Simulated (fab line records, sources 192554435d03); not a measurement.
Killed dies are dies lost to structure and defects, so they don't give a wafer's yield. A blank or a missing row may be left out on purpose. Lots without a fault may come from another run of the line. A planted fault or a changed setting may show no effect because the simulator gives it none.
fab line records | flow n5_finfet
record lots=7 wafers=21
route steps=1938 shown BEOL_M5@1130 BEOL_M6@1204
start_h: hours from the record's first day to the start of the lot's first wafer shown | wait_h: hours since the lot's step before | " the same as in the row above | L1.1+2: a row that stands for several wafers | - no value, or no start given | * or withheld: withheld | < > ~ a bound
route shown NAME@n: a module of which the file shows steps, and the number in the route of the first | usual: mean/standard deviation of fault-free wafers | same: alike in all rows | chamber/n: place in a boat | sites: the reading at each site | _std_site: their standard deviation | _edge_site: outer sites' mean less inner sites' | radius_mm: how far each site lies from the wafer's centre | mask NAME#n: copy n | behind: the tool/chamber that last shaped the wafer | hold: why the lot was held/for how many hours/how that ended | device: the transistor (n, p or np) that didn't switch | end of line: the same wafers' tests at the end of the route | a step without rows: its recipe alone | killed: dies lost to structure and defects at the first sort, not the wafer's yield | map: a wafer's dies, x killed, . not, _ none there
set.NAME: the setting as run; set.NAME@STEP: as run at that earlier step | model.NAME: the simulator's own value behind a step, which no gauge read
lots whose settings were changed on purpose; a table a step, a row a wafer
## steps
# step N5_BEOL_M5_ETCH_72
# recipe chemistry=N2/H2 target=underlayer target_depth_a=65 mask_material=CAR-EUV time_s=5.2 ion_energy_ev=200 pressure_mtorr=30 source_w=840 bias_w=150 n2_flow_sccm=200 h2_flow_sccm=200 ends=cleared
# usual etch_rf_on_time_s=5.21/0.11 rf_vpp_V=524.8/2.1
# columns lot.wafer tool chamber start_h wait_h set.source_w etch_rf_on_time_s rf_vpp_V
L079.2 rie_diel-05 1 202.60 0.0 840 5.06 524.1
L079.5 " 1 " " 840 5.02 525.2
L079.6 " 0 " " 793.5 5.51 537.5
L078.1 rie_diel-05 3 202.82 0.0 840 5.18 521.5
L078.3 " 0 " " 726.4 5.88 551.8
L078.5 " 3 " " 726.4 5.89 545.4
L081.3 rie_diel-05 1 221.79 0.0 840 5.08 525.5
L081.4 " 1 " " 840 5.09 524.5
L081.6 " 0 " " 840 5.23 528.1
L083.1 rie_diel-02 0 228.67 0.0 840 5.25 529.2
L083.2 " 3 " " 840 5.31 528.7
L083.4 " 1 " " 840 5.24 526.2
L086.2 rie_diel-05 0 255.46 0.0 840 5.28 527.1
L086.4 " 2 " " 777.4 5.67 536.6
L086.6 " 0 " " 840 5.33 525.3
L089.2 rie_diel-05 3 263.28 0.0 840 5.14 523.3
L089.4 " 2 " " 840 5.31 524.8
L089.5 " 1 " " 840 5.04 522.7
L091.1 rie_diel-04 3 272.36 0.0 840 5.32 522.6
L091.2 " 0 " " 779.5 5.51 536.8
L091.4 " 1 " " 840 5.11 522.7
# step N5_BEOL_M5_ETCH_61
# recipe chemistry=CF4 target=SiARC target_depth_a=156 mask_material=CAR-EUV time_s=26 ion_energy_ev=80 pressure_mtorr=40 source_w=545 bias_w=36 Ar_flow_sccm=100 cf4_flow_sccm=100 ends=cleared
# step N5_BEOL_M5_ETCH_62
# recipe chemistry=N2/H2 target=SOC target_depth_a=750 overetch_a=150 mask_material=SiARC temp_c=40 time_s=112.5 ion_energy_ev=200 pressure_mtorr=30 source_w=840 bias_w=150 n2_flow_sccm=200 h2_flow_sccm=200
# columns lot.wafer tool chamber start_h wait_h set.dose_mj@BEOL_M5_EXPOSE_08 model.BEOL_M5.cd_nm
L079.2 rie_diel-05 1 202.64 0.0 35.75 27.8
L079.5 " 1 " " 35.75 28.2
L079.6 " 0 " " 35.75 28
L078.1 rie_diel-05 3 202.87 0.0 34.65 27.2
L078.3 " 0 " " 34.65 26.8
L078.5 " 3 " " 35.75 28
L081.3 rie_diel-05 1 221.83 0.0 34.36 26.8
L081.4 " 1 " " 35.75 28
L081.6 " 0 " " 34.36 26.4
L083.1+2 rie_diel-02 0,3 228.71 0.0 35.75 27.8
L083.4 " 1 " " 35.75 27.6
L086.2 rie_diel-05 0 255.51 0.0 36.69 28.2
L086.4 " 2 " " 36.69 28.8
L086.6 " 0 " " 36.69 28.6
L089.2 rie_diel-05 3 263.33 0.0 35.75 27.8
L089.4+5 " 2,1 " " 35.75 28
L091.1+4 rie_diel-04 3,1 272.41 0.0 37.07 28.8
L091.2 " 0 " " 37.07 28.6
# step N5_BEOL_M5_STRIP_63
# recipe chemistry=N2/H2 temp_c=40 n2_flow_sccm=200 h2_flow_sccm=200 rf_frequency_hz=6e+07
# step N5_BEOL_M5_STRIP_73
# recipe chemistry=N2/H2 temp_c=40 n2_flow_sccm=200 h2_flow_sccm=200 rf_frequency_hz=6e+07
# step N5_BEOL_M5_STRIP_64
# recipe chemistry=CF4 resist=SiARC power_w=300 bias_power_w=75 pressure_mtorr=50 cf4_flow_sccm=150 rf_frequency_hz=6e+07
# step N5_BEOL_M5_HM_OPEN_17
# recipe chemistry=Cl2/BCl3 target_depth_a=200 overetch_a=60 target=TiN mask_material=SOC ion_energy_ev=150 pressure_mtorr=10 icp_w=1000 bias_w=126 Cl2_flow_sccm=53.25 bcl3_flow_sccm=21.75 Ar_flow_sccm=25
# columns lot.wafer tool chamber start_h wait_h set.dose_mj@BEOL_M5_EXPOSE_08 model.BEOL_M5.cd_nm
L079.2 rie_metal-03 1 202.81 0.0 35.75 27.8
L079.5 " 1 " " 35.75 28.2
L079.6 " 0 " " 35.75 28
L078.1 rie_metal-01 1 203.04 0.0 34.65 27.4
L078.3 " 1 " " 34.65 27
L078.5 " 1 " " 35.75 28.2
L081.3 rie_metal-01 0 222.03 0.1 34.36 26.8
L081.4 " 1 " " 35.75 28.2
L081.6 " 0 " " 34.36 26.2
L083.1 rie_metal-01 1 228.88 0.0 35.75 28
L083.2+4 " 0 " " 35.75 27.8
L086.2+6 rie_metal-03 0 255.67 0.0 36.69 28.4
L086.4 " 0 " " 36.69 28.6
L089.2 rie_metal-01 0 263.50 0.0 35.75 27.8
L089.4+5 " 0,1 " " 35.75 28
L091.1+2 rie_metal-01 0,1 272.58 0.0 37.07 28.8
L091.4 " 1 " " 37.07 29
# step N5_BEOL_M5_COAT_74
# recipe resist=underlayer temp_c=205 time_s=60 spin_rpm=1500 resist_thk_nm=5
# columns lot.wafer tool chamber start_h wait_h set.spin_rpm
L079.2+5+6 litho_track-02 0 - - 1639
L078.1+3 litho_track-04 0 - - 1500
L078.5 " 0 " " 1435
L081.3+4 litho_track-02 0 - - 1500
L081.6 " 0 " " 1604
L083.1+2+4 litho_track-01 0 - - 1500
L086.2+4+6 litho_track-02 0 - - 1500
L089.2+4+5 litho_track-01 0 - - 1500
L091.1 litho_track-04 0 - - 1355
L091.2+4 " 0 " " 1500
# step N5_BEOL_M5_COAT_22
# recipe resist=CAR-EUV spin_rpm=1500 resist_thk_nm=30
# columns lot.wafer tool chamber start_h wait_h set.spin_rpm model.CAR-EUV_of_BEOL_M5_COAT_22.thk_nm
L079.2+6 litho_track-02 0 - - 1500 30
L079.5 " 0 " " 1500 29.8
L078.1 litho_track-04 0 - - 1500 30.2
L078.3+5 " 0 " " 1500 30
L081.3 litho_track-02 0 - - 1650 28.6
L081.4+6 " 0 " " 1500 30
L083.1+2+4 litho_track-01 0 - - 1500 30
L086.2 litho_track-02 0 - - 1645 28.6
L086.4+6 " 0 " " 1500 30
L089.2+4 litho_track-01 0 - - 1500 29.8
L089.5 " 0 " " 1500 30
L091.1+2+4 litho_track-04 0 - - 1500 30
# step N5_BEOL_M5_EBR_24
# recipe solvent=PGMEA ebr_width_mm=1.5
# step N5_BEOL_M5_SOFTBAKE_23
# recipe temp_c=110 time_s=60 resist=CAR-EUV
# step N5_BEOL_M5_EXPOSE_25
# recipe mask_id=V4 na=0.33 source_shape=quasar sigma_inner=0.2 sigma_outer=0.6 polarization=unpolarized defocus_nm=10 dose_mj=52.75
# step N5_BEOL_M5_PEB_26
# recipe peb_temp_c=100 peb_time_s=60 resist=CAR-EUV
# step N5_BEOL_M5_DEVELOP_27
# recipe develop_time_s=30 developer=TMAH resist=CAR-EUV rinse_liquid=surfactant_rinse dry=air_spin dev_temp_c=23
# columns lot.wafer tool chamber start_h wait_h set.spin_rpm@BEOL_M5_COAT_22 model.CAR-EUV_of_BEOL_M5_COAT_22.thk_nm
L079.2+5+6 litho_track-01 0 - - 1500 29.4
L078.1+3+5 litho_track-04 0 - - 1500 29.6
L081.3 litho_track-02 0 - - 1650 28.2
L081.4+6 " 0 " " 1500 29.6
L083.1+2+4 litho_track-02 0 - - 1500 29.6
L086.2 litho_track-01 0 - - 1645 28
L086.4+6 " 0 " " 1500 29.6
L089.2+4 litho_track-02 0 - - 1500 29.4
L089.5 " 0 " " 1500 29.6
L091.1 litho_track-02 0 - - 1500 29.4
L091.2+4 " 0 " " 1500 29.6
# step N5_BEOL_M5_DESCUM_33
# recipe chemistry=O2 time_s=7 source_power_w=50 bias_power_w=20 pressure_mtorr=20 rf_frequency_hz=2.712e+07 temp_c=40 resist=CAR-EUV o2_flow_sccm=225
# step N5_BEOL_M5_ETCH_75
# recipe chemistry=N2/H2 target=underlayer target_depth_a=65 mask_material=CAR-EUV time_s=5.2 ion_energy_ev=200 pressure_mtorr=30 source_w=840 bias_w=150 n2_flow_sccm=200 h2_flow_sccm=200 ends=cleared
# columns lot.wafer tool chamber start_h wait_h set.dose_mj@BEOL_M5_EXPOSE_08 set.spin_rpm@BEOL_M5_COAT_74 model.BEOL_M5.cd_nm model.etch.depth_nm
L079.2 rie_diel-04 0 205.01 0.0 35.75 1639 27.8 4.789
L079.5 " 0 " " 35.75 1639 28 4.783
L079.6 " 1 " " 35.75 1639 28 4.79
L078.1 rie_diel-04 3 206.14 0.0 34.65 1500 27.6 5.003
L078.3 " 2 " " 34.65 1500 27.2 5.021
L078.5 " 3 " " 35.75 1435 28.6 5.124
L081.3 rie_diel-04 2 222.65 0.0 34.36 1500 26.8 5.004
L081.4 " 0 " " 35.75 1500 28.2 5.017
L081.6 " 3 " " 34.36 1604 26.4 4.84
L083.1 rie_diel-04 2 229.69 0.0 35.75 1500 27.8 4.976
L083.2 " 0 " " 35.75 1500 27.6 4.995
L083.4 " 3 " " 35.75 1500 27.4 4.996
L086.2 rie_diel-02 0 256.98 0.0 36.69 1500 28.2 4.959
L086.4 " 0 " " 36.69 1500 28.6 4.964
L086.6 " 1 " " 36.69 1500 28 4.977
L089.2 rie_diel-05 0 266.60 0.0 35.75 1500 27.6 4.992
L089.4 " 3 " " 35.75 1500 28 5.005
L089.5 " 3 " " 35.75 1500 28 5.003
L091.1 rie_diel-05 3 273.79 0.0 37.07 1355 28.8 5.259
L091.2 " 1 " " 37.07 1500 28.8 5.001
L091.4 " 2 " " 37.07 1500 29.2 5.005
# step N5_BEOL_M5_ETCH_67
# recipe chemistry=CF4 target=SiARC target_depth_a=156 mask_material=CAR-EUV time_s=26 ion_energy_ev=80 pressure_mtorr=40 source_w=545 bias_w=36 Ar_flow_sccm=100 cf4_flow_sccm=100 ends=cleared
# step N5_BEOL_M5_ETCH_68
# recipe chemistry=N2/H2 target=SOC target_depth_a=800 overetch_a=160 mask_material=SiARC temp_c=40 time_s=120 ion_energy_ev=200 pressure_mtorr=30 source_w=840 bias_w=150 n2_flow_sccm=200 h2_flow_sccm=200
# step N5_BEOL_M5_STRIP_85
# recipe chemistry=C4F6/O2 resist=SiARC rf_frequency_hz=6e+07
# step N5_BEOL_M5_STRIP_36
# recipe chemistry=N2/H2 power_w=450 temp_c=40 pressure_mtorr=20 rf_frequency_hz=6e+07 overash_fraction=0.3 bias_power_w=7 h2_frac=0.5 n2_flow_sccm=200 h2_flow_sccm=200
# step N5_BEOL_M5_TRENCH_ETCH_37
# recipe chemistry=C4F6/O2 target_depth_a=716.52 target=SiCOH_lowk time_s=24.7 ion_energy_ev=250 pressure_mtorr=30 source_w=345 bias_w=185 Ar_flow_sccm=300 C4F6_flow_sccm=10 O2_flow_sccm=10
# columns lot.wafer tool chamber start_h wait_h set.dose_mj@BEOL_M5_EXPOSE_08 model.BEOL_M5.cd_nm
L079.2 rie_diel-04 0 - - 35.75 27.8
L079.5+6 " 0,1 " " 35.75 28.2
L078.1 rie_diel-04 3 - - 34.65 27.4
L078.3 " 2 " " 34.65 27
L078.5 " 3 " " 35.75 28.2
L081.3 rie_diel-04 2 - - 34.36 26.8
L081.4 " 0 " " 35.75 28
L081.6 " 3 " " 34.36 26.2
L083.1 rie_diel-04 2 - - 35.75 28
L083.2+4 " 0,3 " " 35.75 27.8
L086.2 rie_diel-02 0 - - 36.69 28.2
L086.4 " 0 " " 36.69 28.6
L086.6 " 1 " " 36.69 28.4
L089.2+4 rie_diel-05 0,3 - - 35.75 27.8
L089.5 " 3 " " 35.75 28
L091.1 rie_diel-05 3 - - 37.07 28.6
L091.2 " 1 " " 37.07 29
L091.4 " 2 " " 37.07 29.2
# step N5_BEOL_M5_ETCH_41
# recipe chemistry=CH3F/O2 target=SiCN target_depth_a=315 taper_deg=2 time_s=56.7 ion_energy_ev=120 mask_material=TiN pressure_mtorr=30 source_w=395 bias_w=75 Ar_flow_sccm=150 CH3F_flow_sccm=30 O2_flow_sccm=20
# columns lot.wafer tool chamber start_h wait_h set.dose_mj@BEOL_M5_EXPOSE_08 model.BEOL_M5.cd_nm
L079.2 rie_diel-04 0 - - 35.75 28
L079.5 " 0 " " 35.75 28.2
L079.6 " 1 " " 35.75 28.4
L078.1 rie_diel-04 3 - - 34.65 27.4
L078.3 " 2 " " 34.65 27
L078.5 " 3 " " 35.75 28.2
L081.3 rie_diel-04 2 - - 34.36 26.6
L081.4 " 0 " " 35.75 28
L081.6 " 3 " " 34.36 26.2
L083.1+2 rie_diel-04 2,0 - - 35.75 28
L083.4 " 3 " " 35.75 27.8
L086.2 rie_diel-02 0 - - 36.69 28.2
L086.4 " 0 " " 36.69 28.6
L086.6 " 1 " " 36.69 28.4
L089.2+4 rie_diel-05 0,3 - - 35.75 27.8
L089.5 " 3 " " 35.75 28
L091.1 rie_diel-05 3 - - 37.07 28.6
L091.2 " 1 " " 37.07 29
L091.4 " 2 " " 37.07 29.2
# step N5_BEOL_M5_STRIP_91
# recipe chemistry=N2/H2 time_s=10 power_w=450 temp_c=40 pressure_mtorr=20 rf_frequency_hz=6e+07 bias_power_w=7 n2_flow_sccm=200 h2_flow_sccm=200
# step N5_BEOL_M5_PRECLEAN_42
# recipe chemistry=residue_remover time_s=60 temp_c=40
# step N5_BEOL_M5_SRD_43
# recipe time_s=30 temp_c=23 rinse_liquid=diw dry=ipa_marangoni
# step N5_BEOL_M5_CD_MEAS_35
# recipe target_cd_nm=28 target_cd_y_nm=24 polarity=opening
# usual cd_nm=28.0/0.37
# columns lot.wafer tool chamber start_h wait_h set.dose_mj@BEOL_M5_EXPOSE_08 cd_nm
L079.2 cd_sem-02 - 205.54 0.0 35.75 27.8
L079.5 " - " " 35.75 28.2
L079.6 " - " " 35.75 28.1
L078.1 cd_sem-01 - 206.68 0.0 34.65 27.6
L078.3 " - " " 34.65 27.1
L078.5 " - " " 35.75 28.4
L081.3 cd_sem-03 - 223.19 0.0 34.36 26.6
L081.4 " - " " 35.75 28.0
L081.6 " - " " 34.36 26.6
L083.1 cd_sem-02 - 230.24 0.0 35.75 28.2
L083.2 " - " " 35.75 28.1
L083.4 " - " " 35.75 27.8
L086.2 cd_sem-03 - 257.53 0.0 36.69 28.0
L086.4 " - " " 36.69 28.6
L086.6 " - " " 36.69 28.6
L089.2 cd_sem-03 - 267.14 0.0 35.75 27.9
L089.4 " - " " 35.75 28.0
L089.5 " - " " 35.75 28.2
L091.1 cd_sem-01 - 274.43 0.0 37.07 28.7
L091.2 " - " " 37.07 28.8
L091.4 " - " " 37.07 29.1
# step N5_BEOL_M6_EXPOSE_08
# recipe mask_id=M6 na=1.35 source_shape=dipole sigma_inner=0.817 sigma_outer=0.97 polarization=te dose_mj=68.25
# columns lot.wafer tool chamber start_h wait_h mask set.dose_mj
L079.2 arfi_scanner-01 0 216.06 - M6#0 73.11
L079.5+6 " 0 " " M6#0 68.25
L078.1 arfi_scanner-02 0 216.35 - M6#0 63.57
L078.3+5 " 0 " " M6#0 68.25
L081.3 arfi_scanner-02 0 232.80 - M6#0 68.25
L081.4+6 " 0 " " M6#0 66.38
L083.1 arfi_scanner-02 0 238.66 - M6#0 68.25
L083.2+4 " 0 " " M6#0 65.44
L086.2+4+6 arfi_scanner-01 0 267.45 - M6#0 68.25
L089.2+4+5 arfi_scanner-03 0 277.50 - M6#0 68.25
L091.1+2+4 arfi_scanner-03 0 285.58 - M6#0 68.25
# step N5_BEOL_M6_PEB_09
# recipe peb_temp_c=withheld peb_time_s=60 resist=CAR-ArF
# step N5_BEOL_M6_DEVELOP_10
# recipe develop_time_s=30 developer=TMAH resist=CAR-ArF rinse_liquid=diw dry=air_spin dev_temp_c=23
# step N5_BEOL_M6_CD_MEAS_11
# recipe target_cd_nm=38.5 landing_energy_ev=500 detector=se_inlens polarity=opening
# usual cd_nm=38.3/0.46
# columns lot.wafer tool chamber start_h wait_h set.dose_mj@BEOL_M6_EXPOSE_08 cd_nm
L079.2 cd_sem-03 0 216.18 - 73.11 42.2
L079.5 " 0 " " 68.25 38.9
L079.6 " 0 " " 68.25 39.1
L078.1 cd_sem-01 0 216.48 - 63.57 35.3
L078.3 " 0 " " 68.25 38.5
L078.5 " 0 " " 68.25 38.4
L081.3 cd_sem-02 0 232.92 - 68.25 38.4
L081.4 " 0 " " 66.38 37.1
L081.6 " 0 " " 66.38 37.6
L083.1 cd_sem-02 0 238.79 - 68.25 39.0
L083.2 " 0 " " 65.44 36.8
L083.4 " 0 " " 65.44 36.3
L086.2 cd_sem-01 0 267.57 - 68.25 37.8
L086.4 " 0 " " 68.25 37.6
L086.6 " 0 " " 68.25 37.7
L089.2 cd_sem-02 0 277.63 - 68.25 38.7
L089.4 " 0 " " 68.25 38.1
L089.5 " 0 " " 68.25 38.3
L091.1 cd_sem-02 0 285.71 - 68.25 38.1
L091.2 " 0 " " 68.25 38.4
L091.4 " 0 " " 68.25 37.9
# step N5_BEOL_M6_DESCUM_16
# recipe chemistry=O2 time_s=7.9 source_power_w=50 bias_power_w=20 pressure_mtorr=20 rf_frequency_hz=2.712e+07 temp_c=40 resist=CAR-ArF o2_flow_sccm=225
# step N5_BEOL_M6_ETCH_61
# recipe chemistry=CF4 target=SiARC target_depth_a=455 mask_material=CAR-ArF time_s=75.8 ion_energy_ev=80 pressure_mtorr=40 source_w=545 bias_w=36 Ar_flow_sccm=100 cf4_flow_sccm=100 ends=cleared
# columns lot.wafer tool chamber start_h wait_h set.dose_mj@BEOL_M6_EXPOSE_08 model.BEOL_M6.cd_offset_nm
L079.2 rie_diel-03 2 216.37 0.0 73.11 3.8
L079.5 " 0 " " 68.25 0.2
L079.6 " 1 " " 68.25 0.6
L078.1 rie_diel-06 3 217.16 0.0 63.57 -3.4
L078.3+5 " 1,3 " " 68.25 -0.2
L081.3 rie_diel-01 1 233.63 0.0 68.25 -0.6
L081.4 " 2 " " 66.38 -1.8
L081.6 " 3 " " 66.38 -1.2
L083.1 rie_diel-03 0 239.69 0.0 68.25 1
L083.2 " 3 " " 65.44 -1.4
L083.4 " 1 " " 65.44 -1.8
L086.2 rie_diel-03 0 267.69 0.0 68.25 -0.2
L086.4+6 " 3,0 " " 68.25 -0.6
L089.2+4 rie_diel-03 1,0 277.75 0.0 68.25 0.2
L089.5 " 2 " " 68.25 0
L091.1 rie_diel-06 2 286.04 0.0 68.25 -1.2
L091.2 " 3 " " 68.25 -0.2
L091.4 " 2 " " 68.25 -0.8
# step N5_BEOL_M6_ETCH_62
# recipe chemistry=N2/H2 target=SOC target_depth_a=1100 overetch_a=220 mask_material=SiARC temp_c=40 time_s=165 ion_energy_ev=200 pressure_mtorr=30 source_w=840 bias_w=150 n2_flow_sccm=200 h2_flow_sccm=200
# columns lot.wafer tool chamber start_h wait_h set.dose_mj@BEOL_M6_EXPOSE_08 model.BEOL_M6.cd_offset_nm
L079.2 rie_diel-03 2 216.42 0.0 73.11 3.8
L079.5 " 0 " " 68.25 0.2
L079.6 " 1 " " 68.25 0.8
L078.1 rie_diel-06 3 217.22 0.0 63.57 -3.4
L078.3+5 " 1,3 " " 68.25 -0.2
L081.3 rie_diel-01 1 233.69 0.0 68.25 -1
L081.4 " 2 " " 66.38 -1.6
L081.6 " 3 " " 66.38 -1.4
L083.1 rie_diel-03 0 239.75 0.0 68.25 1
L083.2 " 3 " " 65.44 -1.2
L083.4 " 1 " " 65.44 -1.6
L086.2+4 rie_diel-03 0,3 267.75 0.0 68.25 -0.2
L086.6 " 0 " " 68.25 -0.6
L089.2 rie_diel-03 1 277.81 0.0 68.25 0.6
L089.4+5 " 0,2 " " 68.25 0.2
L091.1 rie_diel-06 2 286.10 0.0 68.25 -0.8
L091.2 " 3 " " 68.25 -0.2
L091.4 " 2 " " 68.25 -0.4
## key
split step=N5_BEOL_M5_ETCH_72 setting=source_w stated=840 by=wafer
response step=N5_BEOL_M5_ETCH_72 reading=etch_rf_on_time_s change=* per=1% r=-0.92
response step=N5_BEOL_M5_ETCH_72 reading=rf_vpp_V change=-1.92 per=1% r=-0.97
split step=N5_BEOL_M5_COAT_74 setting=spin_rpm stated=1500 by=wafer
response step=N5_BEOL_M5_ETCH_75 reading=model.etch.depth_nm change=-0.0258 per=1% r=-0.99
split step=N5_BEOL_M5_COAT_22 setting=spin_rpm stated=1500 by=wafer
response step=N5_BEOL_M5_COAT_22 reading=model.CAR-EUV_of_BEOL_M5_COAT_22.thk_nm change=-0.142 per=1% r=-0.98
response step=N5_BEOL_M5_DEVELOP_27 reading=model.CAR-EUV_of_BEOL_M5_COAT_22.thk_nm change=-0.152 per=1% r=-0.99
split step=N5_BEOL_M6_EXPOSE_08 setting=dose_mj stated=68.25 by=wafer
response step=N5_BEOL_M6_CD_MEAS_11 reading=cd_nm change=+0.469 per=1% r=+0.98
response step=N5_BEOL_M6_ETCH_61 reading=model.BEOL_M6.cd_offset_nm change=+0.486 per=1% r=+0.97
response step=N5_BEOL_M6_ETCH_62 reading=model.BEOL_M6.cd_offset_nm change=+0.464 per=1% r=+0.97
split outside_this_file step=N5_BEOL_M5_EXPOSE_08 setting=dose_mj
# split outside_this_file: this setting was split too, and the file shows its column; the key of that split is in another file
